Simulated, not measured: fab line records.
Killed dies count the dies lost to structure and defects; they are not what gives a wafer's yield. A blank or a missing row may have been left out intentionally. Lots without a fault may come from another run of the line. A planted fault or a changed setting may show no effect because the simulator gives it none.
Chamber matching    flow n5_finfet    N5_BEOL_M14_ILD_DEP_00 on pecvd-01: 3 sister chambers
The step deposits SiO2 from TEOS/O2, target thk 1119.3 nm, time 237.4 s. 6 wafers are shown with their chamber, then 10 later ones without.

== WAFERS PAIRED WITH THEIR CHAMBERS ==
wafer   chamber  throttle_valve_pct (%)  heater_power_w (W)
L086.5  1        19.3                    416
L088.1  2        18.6                    602
L088.2  0        19.1                    533
L088.4  1        19.3                    412
L091.2  2        18.5                    675
L091.3  0        18.9                    461

== WAFERS WITH NO CHAMBER GIVEN ==
wafer   throttle_valve_pct (%)  heater_power_w (W)
L091.6  18.7                    525
L092.1  19.0                    447
L092.2  19.3                    435
L092.3  19.0                    682
L093.2  18.6                    573
L093.3  19.0                    431
L093.4  18.8                    516
L090.1  18.9                    458
L090.4  18.4                    673
L090.6  18.8                    415

== CHAMBER TAKEN BY EACH ==
wafer    from the rows above       in truth
L091.6   can't be placed: 2 or 0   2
L092.1   0                         0
L092.2   1                         1
L092.3   can't be placed: 0 or 2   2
L093.2   2                         2
L093.3   can't be placed: 0 or 1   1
L093.4   can't be placed: 0 or 2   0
L090.1   0                         0
L090.4   2                         2
L090.6   0                         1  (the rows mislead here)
Correct placement for 5 of the 10. Not placeable from these rows: 4 (in 4, the candidates include the true chamber). Placed wrongly: 1.
How it was worked out, from the rows above alone: a wafer's distance from a chamber is the root of the sum, over the readings, of the square of ((its reading less the chamber's mean) divided by the reading's scatter). If the next closest chamber is less than 2 further off than the closest, the wafer can't be placed; otherwise it belongs to the closest. Each chamber's mean is taken over the wafers shown for it. The scatter: the root of (the sum of the squares of (reading less its chamber's mean) over the shown wafers, divided by (wafers less chambers)).
